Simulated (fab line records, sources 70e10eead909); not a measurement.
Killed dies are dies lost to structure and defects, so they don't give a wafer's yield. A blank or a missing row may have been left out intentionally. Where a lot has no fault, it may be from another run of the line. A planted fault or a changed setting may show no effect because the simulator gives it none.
Chamber matching -- flow nandHarc -- NHARC_P_M0_DEP_32 on pecvd-04: 3 sister chambers
The step deposits SiCN, target thk 30 nm. 18 wafers are shown with their chamber, then 9 later ones without.

WAFERS PAIRED WITH THEIR CHAMBERS
wafer,chamber,heaterPowerW (W),chamberPressureTorr (Torr)
L855.3,2,582,3.004
L855.4,1,599,3.004
L855.5,2,470,3.007
L859.2,0,525,3.010
L859.3,1,597,2.999
L859.4,1,613,2.994
L861.4,0,479,3.005
L861.5,1,574,2.996
L861.6,2,527,3.004
L864.1,1,572,3.003
L864.3,2,554,2.999
L864.6,0,446,2.999
L869.1,0,581,3.002
L869.2,1,542,2.997
L869.5,2,563,3.004
L870.1,0,593,2.997
L870.3,2,585,3.009
L870.6,2,584,2.999

SIGNATURES (means of the wafers above)
reading,chamber 0,chamber 1,chamber 2,scatter within a chamber
heaterPowerW,524.80,582.83,552.14,44.6
chamberPressureTorr,3.00260,2.99883,3.00371,0.00422
Rule: for a wafer and a chamber, the distance is found by dividing, reading by reading, the gap between the wafer's reading and the chamber's mean by the reading's scatter, squaring, summing and taking the root. If the next closest chamber is less than 2 further off than the closest, the wafer can't be placed; otherwise it belongs to the closest. The scatter: the root of (the sum of the squares of (reading less its chamber's mean) over the shown wafers, divided by (wafers less chambers)).

WAFERS WHOSE CHAMBER IS MISSING
wafer,heaterPowerW (W),chamberPressureTorr (Torr)
L874.1,484,2.995
L874.4,473,3.005
L874.6,478,3.005
L873.4,509,2.992
L873.5,543,3.002
L873.6,618,2.995
L876.3,563,3.005
L876.5,585,3.008
L876.6,560,3.001

WHICH CHAMBER EACH WENT THROUGH
wafer,from the rows above,in truth
L874.1,can't be placed: 0 or 1 or 2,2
L874.4,can't be placed: 0 or 2 or 1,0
L874.6,can't be placed: 0 or 2 or 1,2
L873.4,can't be placed: 1 or 0 or 2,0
L873.5,can't be placed: 0 or 2 or 1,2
L873.6,can't be placed: 1 or 2 or 0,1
L876.3,can't be placed: 2 or 0 or 1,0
L876.5,can't be placed: 2 or 0 or 1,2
L876.6,can't be placed: 2 or 1 or 0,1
Correctly placed: 0 of 9. Cannot be placed on the basis of these rows: 9; the candidates contain the true chamber in 9. Placed wrongly: 0.
